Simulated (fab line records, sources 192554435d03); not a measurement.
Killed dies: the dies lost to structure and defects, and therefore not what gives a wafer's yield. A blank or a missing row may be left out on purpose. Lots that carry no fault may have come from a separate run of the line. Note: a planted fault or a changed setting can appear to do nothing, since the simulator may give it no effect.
fab line records | flow n5Finfet
record lots=9 wafers=24 lastDay=17
route steps=1938 shown BEOL_M0_SAQP@669 BEOL_M0_CUTY@709 BEOL_M0@715 BEOL_M4@1111 PASSIVATION@1936
lots that met no fault: taken from a fault-free run of the same line
startH: start of the lot's first displayed wafer, in hours after the record's first day | waitH: time in hours since the lot's previous step | " identical to the entry in the row above | L1.1+2: a single row standing in for several wafers | - either no value or no given start | * or withheld: withheld | < > ~ a bound
route shown NAME@n: a module of which the file shows steps, and the number in the route of the first | usual: average and standard deviation across the fault-free wafers | same: alike in all rows | chamber/n: place in a boat | sites: the reading at each site | _std_site: standard deviation across them | _edge_site: outer sites' mean less inner sites' | radiusMm: how far each site lies from the wafer's centre | mask NAME#n: copy n | behind: tool/chamber where the wafer was last shaped | hold: reason for holding the lot/hours on hold/outcome of the hold | device: whichever transistor did not switch (one of n, p or np) | end of line: tests of these same wafers at the route's end | for a step that has no rows: nothing shown but its recipe | killed: at the first sort, the dies lost to defects and structure; wafer yield is something else | map: a wafer's dies, x killed, . not, _ none there
set.NAME: the setting as run; set.NAME@STEP: as run at that earlier step | model.NAME: the simulator's own value behind a step, which no gauge read
one table for each step of the route and one row for each wafer, over a sample of lots
services: the hour from which a tool's chamber was out of use, counted from the record's first day as startH (under 0 if before that day), plus the number of hours and why
## steps
# step N5_BEOL_M0_SAQP_MANDREL_ETCH_103
# recipe chemistry=HBr/Cl2 target=a-Si targetDepthA=450 btTimeS=10 stopOn=SiCN maskMaterial=SiO2 overEtchFrac=0.8 timeS=27 pressureMtorr=10 icpW=800 biasW=75 HBr_flow_sccm=150 Cl2_flow_sccm=80 ends=endPoint
# usual drypumpMotorCurrentA=5.7/0.45 oesProductAu=0.685/0.01 throttleValvePct=35.6/0.35
# columns lot.wafer tool chamber startH waitH drypumpMotorCurrentA oesProductAu rfHoursCounterH throttleValvePct
L639.1 rieSi-06 3 116.18 0.0 6.7 0.679 25 35.3
L639.3 " 2 " " 5.8 0.665 5 35.3
L639.5 " 0 " " 5.8 0.677 - 35.8
L641.1 rieSi-04 2 127.83 0.0 5.1 0.681 126 35.6
L641.3 " 1 " " 5.5 0.706 67 35.4
L641.6 " 2 " " 5.1 0.689 - 35.6
L646.2 rieSi-06 0 162.02 0.0 5.8 0.681 117 35.8
L646.4 " 2 " " 5.8 0.687 - 35.2
L646.5 " 1 " " 5.6 0.697 - 35.0
L647.2 rieSi-04 0 165.64 0.0 5.9 0.679 148 36.3
L647.4 " 2 " " 5.1 0.699 127 35.6
L647.6 " 3 " " 6.1 0.698 - 35.5
L649.1 rieSi-01 0 169.28 0.0 5.5 0.668 30 35.5
L649.3 " 1 " " 5.2 0.695 62 36.1
L649.4 " 3 " " 5.1 0.664 171 35.6
L648.2 rieSi-06 3 169.55 0.0 6.8 0.684 26 35.3
L648.4 " 2 " " 5.7 0.673 6 35.3
L648.5 " 0 " " 5.8 0.683 - 35.8
L657.2 rieSi-06 3 220.46 0.0 6.8 0.672 27 35.3
L657.6 " 1 " " 5.6 0.699 - 35.0
L658.2 rieSi-06 2 228.47 0.0 5.8 0.668 7 35.3
L658.3 " 1 " " 5.7 0.687 140 35.0
L660.1 rieSi-06 2 241.33 0.0 5.7 0.674 8 35.3
L660.6 " 1 " " 5.6 0.694 - 35.1
# step N5_BEOL_M0_CUTY_OVL_MEAS_58
# recipe pointsPerWafer=44
# usual M0_ABLK_OVL=0.1/0.95
# columns lot.wafer tool chamber startH waitH M0_ABLK_OVL[nm]
L639.1 overlay-01 0 122.55 0.0 1.2
L639.3 " 0 " " 0.7
L639.5 " 0 " " 0.5
L641.1 overlay-01 0 131.96 0.0 0.0
L641.3 " 0 " " 0.3
L641.6 " 0 " " 1.5
L646.2 overlay-02 0 165.56 0.0 0.1
L646.4 " 0 " " 0.7
L646.5 " 0 " " 0.1
L647.2 overlay-02 0 169.65 0.0 1.1
L647.4 " 0 " " 0.6
L647.6 " 0 " " 0.4
L649.1 overlay-01 0 174.75 0.0 -0.2
L649.3 " 0 " " -0.2
L649.4 " 0 " " 0.9
L648.2 overlay-02 0 174.93 0.0 0.4
L648.4 " 0 " " -0.5
L648.5 " 0 " " 0.3
L657.2 overlay-01 0 225.27 0.0 -0.4
L657.6 " 0 " " 0.0
L658.2 overlay-01 0 232.20 0.0 0.4
L658.3 " 0 " " -1.8
L660.1 overlay-01 0 244.70 0.0 1.6
L660.6 " 0 " " 1.4
# step N5_BEOL_M0_CUTY_ETCH_63
# recipe chemistry=N2/H2 target=SOC targetDepthA=827 overetchA=165 maskMaterial=SiARC tempC=40 ionEnergyEv=200 timeS=124 pressureMtorr=30 sourceW=840 biasW=150 n2FlowSccm=200 h2FlowSccm=200
# usual drypumpMotorCurrentA=5.7/0.32 oesProductAu=0.66/0.068 rfVppV=524.2/2.7 showerheadPlenumPTorr=2.54/0.091 throttleValvePct=17.82/0.23
# columns lot.wafer tool chamber startH waitH drypumpMotorCurrentA oesProductAu rfHoursCounterH rfVppV showerheadPlenumPTorr throttleValvePct
L639.1 rieDiel-03 1 122.69 0.0 5.4 0.60 191 520.0 2.39 17.81
L639.3 " 2 " " 5.7 0.62 152 521.2 2.45 17.88
L639.5 " 3 " " 5.6 0.71 - 525.5 2.59 17.61
L641.1 rieDiel-03 1 132.13 0.0 5.4 0.60 194 520.3 2.39 17.80
L641.3 " 0 " " 5.5 0.59 173 526.1 2.63 18.15
L641.6 " 2 " " 5.7 0.62 - 520.4 2.44 17.88
L646.2 rieDiel-03 1 166.02 0.0 5.4 0.59 211 520.8 2.38 17.85
L646.4 " 2 " " 5.7 0.62 162 521.2 2.44 17.89
L646.5 " 1 " " 5.4 0.58 - 519.5 2.38 17.85
L647.2 rieDiel-03 2 169.93 0.0 5.7 0.61 164 520.3 2.44 17.90
L647.4 " 1 " " 5.4 0.58 213 521.1 2.38 17.86
L647.6 " 3 " " 5.6 0.69 - 527.2 2.58 17.64
L649.1 rieDiel-05 0 175.05 0.0 5.8 0.60 185 522.9 2.52 17.80
L649.3 " 1 " " 5.8 0.71 48 526.9 2.57 17.34
L649.4 " 2 " " 5.9 0.75 22 522.8 2.51 18.29
L648.2 rieDiel-01 2 175.09 0.0 6.2 0.78 13 525.2 2.59 17.65
L648.4 " 0 " " 6.2 0.64 - 524.1 2.54 17.80
L648.5 " 1 " " 5.9 0.64 - 529.0 2.66 17.62
L657.2 rieDiel-05 2 225.41 0.0 5.9 0.74 32 522.4 2.51 18.30
L657.6 " 3 " " 5.3 0.74 - 522.8 2.48 17.97
L658.2 rieDiel-01 0 232.34 0.0 6.2 0.63 146 524.9 2.53 17.83
L658.3 " 2 " " 6.2 0.73 36 524.7 2.58 17.70
L660.1 rieDiel-01 2 244.99 0.0 6.2 0.73 40 524.8 2.57 17.72
L660.6 " 2 " " 6.2 0.73 - 525.8 2.57 17.71
# step N5_BEOL_M0_ETCH_138
# recipe chemistry=CH3F/O2 targetDepthA=120 target=SiCN timeS=31.6 ionEnergyEv=120 pressureMtorr=30 sourceW=395 biasW=75 Ar_flow_sccm=150 CH3F_flow_sccm=30 O2_flow_sccm=20 ends=cleared
# usual drypumpMotorCurrentA=5.7/0.32 etchRfOnTimeS=28.9/1 mfcArSccm=150.0/0.42 oesProductAu=0.70/0.076 rfVppV=297.5/1.7 showerheadPlenumPTorr=2.01/0.07 throttleValvePct=16.38/0.2
# columns lot.wafer tool chamber startH waitH drypumpMotorCurrentA etchRfOnTimeS mfcArSccm oesProductAu rfHoursCounterH rfVppV showerheadPlenumPTorr throttleValvePct
L639.1 rieDiel-03 1 122.81 0.0 5.4 29.7 150.2 0.63 191 294.3 1.91 16.55
L639.3 " 2 " " 5.8 27.9 150.3 0.65 152 295.7 1.92 16.29
L639.5 " 3 " " 5.6 27.3 150.2 0.76 - 297.4 2.05 16.18
L641.1 rieDiel-03 1 132.26 0.0 5.4 29.4 149.1 0.63 194 294.7 1.91 16.55
L641.3 " 0 " " 5.5 28.4 150.3 0.62 173 299.7 2.06 16.65
L641.6 " 2 " " 5.7 30.4 150.8 0.65 - 296.2 1.92 16.31
L646.2 rieDiel-03 1 166.14 0.0 5.4 28.2 149.5 0.61 211 295.2 1.90 16.61
L646.4 " 2 " " 5.7 30.1 149.8 0.65 162 295.6 1.92 16.30
L646.5 " 1 " " 5.4 29.4 150.0 0.61 - 295.8 1.90 16.59
L647.2 rieDiel-03 2 170.06 0.0 5.7 27.5 150.6 0.64 164 293.8 1.92 16.32
L647.4 " 1 " " 5.4 29.2 149.5 0.61 213 293.0 1.90 16.59
L647.6 " 3 " " 5.6 28.7 149.1 0.72 - 298.2 2.04 16.23
L649.1 rieDiel-05 0 175.17 0.0 5.8 29.5 149.9 0.64 185 296.8 1.96 16.21
L649.3 " 1 " " 5.8 29.4 150.0 0.76 48 297.7 2.05 16.07
L649.4 " 2 " " 5.8 28.2 150.2 0.81 22 294.9 1.96 16.47
L648.2 rieDiel-01 2 175.21 0.0 6.2 27.0 150.4 0.83 13 298.5 2.07 16.35
L648.4 " 0 " " 6.2 29.4 149.3 0.68 - 296.3 2.02 16.50
L648.5 " 1 " " 5.9 30.5 150.3 0.67 - 300.3 2.09 16.16
L657.2 rieDiel-05 2 225.53 0.0 5.9 21.0 150.4 0.79 32 296.7 1.95 16.52
L657.6 " 3 " " 5.3 23.0 150.0 0.78 - 298.0 1.95 16.44
L658.2 rieDiel-01 0 232.46 0.0 6.2 22.2 150.0 0.67 146 296.3 2.01 16.54
L658.3 " 2 " " 6.2 30.3 149.5 0.79 36 296.4 2.06 16.38
L660.1 rieDiel-01 2 245.11 0.0 6.2 26.8 150.2 0.78 40 298.3 2.06 16.40
L660.6 " 2 " " 6.2 20.4 149.2 0.79 - 299.2 2.06 16.40
# step N5_BEOL_M0_STRIP_140
# recipe chemistry=CF4 resist=SiARC powerW=300 biasPowerW=75 pressureMtorr=50 cf4FlowSccm=150 rfFrequencyHz=6e+07
# usual biasPowerW=75.00/0.23 drypumpMotorCurrentA=5.7/0.32 oesProductAu=0.77/0.079 rfVppV=271.0/1.7 showerheadPlenumPTorr=1.79/0.057 throttleValvePct=13.66/0.24
# columns lot.wafer tool chamber startH waitH biasPowerW drypumpMotorCurrentA oesProductAu rfHoursCounterH rfVppV showerheadPlenumPTorr throttleValvePct
L639.1 rieDiel-01 2 125.73 0.1 74.85 6.2 0.69 247 272.6 1.83 13.90
L639.3 " 3 " " 75.45 5.1 0.66 240 270.4 1.69 13.77
L639.5 " 1 " " 75.54 5.9 0.81 - 273.7 1.86 13.31
L641.1 rieDiel-01 1 132.62 0.2 75.00 5.9 0.80 84 273.4 1.86 13.29
L641.3 " 2 " " 74.94 6.2 0.69 249 270.3 1.83 13.90
L641.6 " 0 " " 75.43 6.2 0.81 - 269.5 1.82 13.72
L646.2 rieDiel-03 2 167.72 0.1 75.08 5.7 0.74 163 268.4 1.73 13.63
L646.4 " 3 " " 74.91 5.6 0.83 60 273.3 1.82 13.38
L646.5 " 3 " " 75.07 5.7 0.82 - 272.2 1.82 13.38
L647.2 rieDiel-03 2 170.50 0.3 74.90 5.7 0.73 164 269.5 1.73 13.61
L647.4 " 3 " " 75.13 5.6 0.82 61 272.6 1.82 13.37
L647.6 " 2 " " 75.08 5.7 0.73 - 270.8 1.73 13.61
L649.1 rieDiel-01 2 178.62 0.3 75.03 6.2 0.93 15 271.2 1.82 13.38
L649.3 " 1 " " 74.95 5.9 0.78 111 272.6 1.85 13.33
L649.4 " 0 " " 74.84 6.2 0.77 - 269.1 1.82 13.74
L648.2 rieDiel-05 2 179.02 0.2 75.38 5.9 0.91 22 270.7 1.78 13.79
L648.4 " 3 " " 75.01 5.2 0.90 11 271.2 1.77 13.73
L648.5 " 1 " " 74.70 5.8 0.85 - 268.3 1.85 13.36
L657.2 rieDiel-05 2 227.75 0.2 74.77 5.8 0.88 33 271.4 1.78 13.81
L657.6 " 3 " " 74.99 5.3 0.89 - 270.0 1.77 13.74
L658.2 rieDiel-03 0 232.90 0.1 74.50 5.6 0.68 214 273.3 1.84 14.07
L658.3 " 3 " " 74.98 5.6 0.79 84 272.3 1.81 13.46
L660.1 rieDiel-01 1 246.11 0.1 75.13 5.9 0.77 132 273.6 1.84 13.40
L660.6 " 1 " " 74.90 5.9 0.77 - 272.9 1.84 13.39
# step N5_BEOL_M4_RC_MEAS_101
# usual DIBL_N=35.4/2.1 DIBL_P=34.8/2.6 IOFF_N=0.15/0.037 IOFF_P=0.19/0.037 ION_N=677/16 ION_P=462/9.3 SS_N=71.4/0.75 SS_P=72.9/0.77 VT_N=250/3.7 VT_P=-251/3.5
# columns lot.wafer tool chamber startH waitH DIBL_N[mV/V] DIBL_P[mV/V] IOFF_N[nA/um] IOFF_P[nA/um] ION_N[uA/um] ION_P[uA/um] SS_N[mV/dec] SS_P[mV/dec] VT_N[mV] VT_P[mV]
L639.1 prober-01 0 183.49 0.0 35.6 34.3 0.13 0.14 654 441 71.5 72.4 255 -257
L639.3 " 0 " " 39.3 38.9 0.22 0.20 684 455 73.0 73.8 247 -256
L639.5 " 0 " " 37.9 37.1 0.19 0.18 686 455 72.5 73.3 249 -254
L641.1 prober-01 0 197.97 0.0 35.3 35.4 0.15 0.19 690 464 71.8 73.3 245 -253
L641.3 " 0 " " 36.9 36.0 0.16 0.18 677 453 71.4 72.7 250 -255
L641.6 " 0 " " 31.4 29.3 0.09 0.12 657 449 70.0 71.3 256 -259
L647.2 prober-01 0 226.06 0.2 35.4 34.8 0.16 0.21 662 463 71.6 72.6 246 -248
L647.4 " 0 " " 33.4 32.0 0.12 0.17 666 464 71.6 72.0 251 -251
L647.6 " 0 " " 37.0 37.2 0.20 0.26 682 465 73.0 73.6 245 -245
L646.2 prober-01 0 226.99 0.6 35.8 35.1 0.16 0.19 697 474 71.5 72.5 246 -249
L646.4 " 0 " " 36.6 34.8 0.16 0.19 688 464 71.2 73.1 247 -251
L646.5 " 0 " " 36.7 35.7 0.16 0.20 690 471 71.1 72.8 247 -250
L648.2 prober-01 0 230.56 0.2 34.5 34.6 0.13 0.17 684 464 71.4 72.2 252 -252
L648.4 " 0 " " 36.8 37.8 0.15 0.20 669 453 71.6 73.7 251 -255
L648.5 " 0 " " 36.8 36.9 0.16 0.19 668 457 71.8 73.4 249 -253
L649.1 prober-01 0 231.34 0.7 36.0 34.6 0.13 0.21 649 450 71.0 73.0 250 -251
L649.3 " 0 " " 36.2 34.6 0.15 0.20 677 466 71.3 73.2 246 -252
L649.4 " 0 " " 37.3 35.1 0.15 0.19 661 450 71.3 72.4 249 -251
L657.2 prober-01 0 283.74 0.2 33.2 32.4 0.11 0.15 670 451 70.2 72.3 255 -254
L657.6 " 0 " " 34.9 35.9 0.14 0.20 669 463 70.1 73.3 251 -251
L658.2 prober-01 0 286.50 0.2 34.9 35.1 0.15 0.18 677 463 71.4 72.9 250 -250
L658.3 " 0 " " 36.2 36.9 0.18 0.22 694 472 72.3 72.9 247 -249
L660.1 prober-01 0 303.81 0.3 40.6 40.7 0.28 0.31 709 480 73.2 74.6 241 -246
L660.6 " 0 " " 36.6 36.7 0.18 0.22 702 478 72.0 73.9 246 -247
# step N5_PASSIVATION_PROBE_49
# usual defectLimitedYield=90.5/1.7 killed_at_M0_to_M3=37/12 killed_at_M4_up=14/5.2 killedAtContacts=12/5.9 killedAtFrontEnd=45/14 killedAtOther=3.5/2.8 killedDies=112/21 killedOpen=73/15 killedShort=36/8.9 sort_bin_4_leakage=0.00/0.007 sort_bin_5_function=5.6/1.2 sort_bin_6_memory=3.5/0.68 sort_bin_8_speed=0.01/0.1 sortNPass=1068/21 sortYieldPct=90.5/1.8
# same grossDies=1180 killedAtBackSide=0
# columns lot.wafer tool chamber startH waitH defectLimitedYield[%] killed_at_M0_to_M3 killed_at_M4_up killedAtContacts killedAtFrontEnd killedAtOther killedDies killedOpen killedShort sort_bin_4_leakage[%] sort_bin_5_function[%] sort_bin_6_memory[%] sort_bin_8_speed[%] sortNPass sortYieldPct[%]
L658.2 prober-02 - 396.48 0.1 91.4 44 17 12 25 4 102 79 19 0 5.4 3.1 0 1078 91.4
L658.3 prober-02 - 396.53 0.1 90.6 52 11 13 32 3 111 73 36 0 5.6 3.5 0 1069 90.6
# killed by level:class
L658.2 BEOL_M3:geometricParticle:open=13 BEOL_M0_SAQP:geometricParticle:open=12 MOL_CONTACT_COAG:geometricParticle:open=10 BEOL_M4:geometricParticle:open=7 BEOL_M0_SAQP:geometricParticle:short=7 STI_FIN_REVEAL:geometricParticle:open=6 DUMMY_GATE:geometricParticle:open=6 BEOL_M1:geometricParticle:open=5
L658.3 BEOL_M0_SAQP:geometricParticle:short=12 MOL_CONTACT_COAG:geometricParticle:open=11 BEOL_M3:geometricParticle:open=11 STI_FIN_REVEAL:geometricParticle:open=9 BEOL_M0_SAQP:geometricParticle:open=8 BEOL_M1:geometricParticle:open=8 FIN_SAQP:geometricParticle:short=6 BEOL_M0:geometricParticle:open=5
## services
# columns tool chamber startH hours kind
rieSi-04 - 98.68 2.8 pm
rieDiel-05 3 109.75 - clean
rieDiel-05 3 109.75 - consumableReplace:focusRing
rieDiel-05 3 109.75 20.4 scheduledDown
rieSi-04 2 120.20 5.0 repair
rieDiel-01 2 134.57 - clean
rieDiel-01 2 134.57 - consumableReplace:esc
rieDiel-01 2 134.57 - consumableReplace:focusRing
rieDiel-01 2 134.57 18.7 scheduledDown
rieDiel-01 2 134.57 18.7 ventCycle
rieDiel-01 - 141.22 1.0 repair
rieDiel-05 - 143.37 14.6 pm
rieDiel-03 3 149.91 2.5 repair
rieSi-06 3 152.88 15.1 repair
rieDiel-01 3 153.44 - clean
rieDiel-01 3 153.44 - consumableReplace:focusRing
rieDiel-01 3 153.44 - consumableReplace:showerhead
rieDiel-01 3 153.44 27.5 scheduledDown
rieDiel-01 3 153.44 27.5 ventCycle
rieDiel-05 - 180.40 15.6 pm
rieSi-04 - 190.95 0.1 repair
rieSi-06 0 198.68 6.8 repair
rieSi-04 0 216.00 2.3 repair
rieSi-04 1 226.09 6.7 repair
## key
firstSign step=N5_BEOL_M0_ETCH_138 reading=etchRfOnTimeS direction=down sigmas=7 usual=* struck=*
effect none on later readings
metAt N5_BEOL_M0_SAQP_MANDREL_ETCH_103
struckLots L657,L658,L660
struckWafers L657.2,L657.6,L658.2,L660.6
notActingAt N5_BEOL_M0_CUTY_OVL_MEAS_58,N5_BEOL_M0_CUTY_ETCH_63,N5_BEOL_M0_STRIP_140
onsetBetween 169.55 220.46
fault kind=processParameterDrift tool=rieSi-06 chamber=- onsetH=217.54 steps=N5_BEOL_M0_SAQP_MANDREL_ETCH_103 channel=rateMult offset=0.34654 shape=step endH=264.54 scope=struckWafersOnly
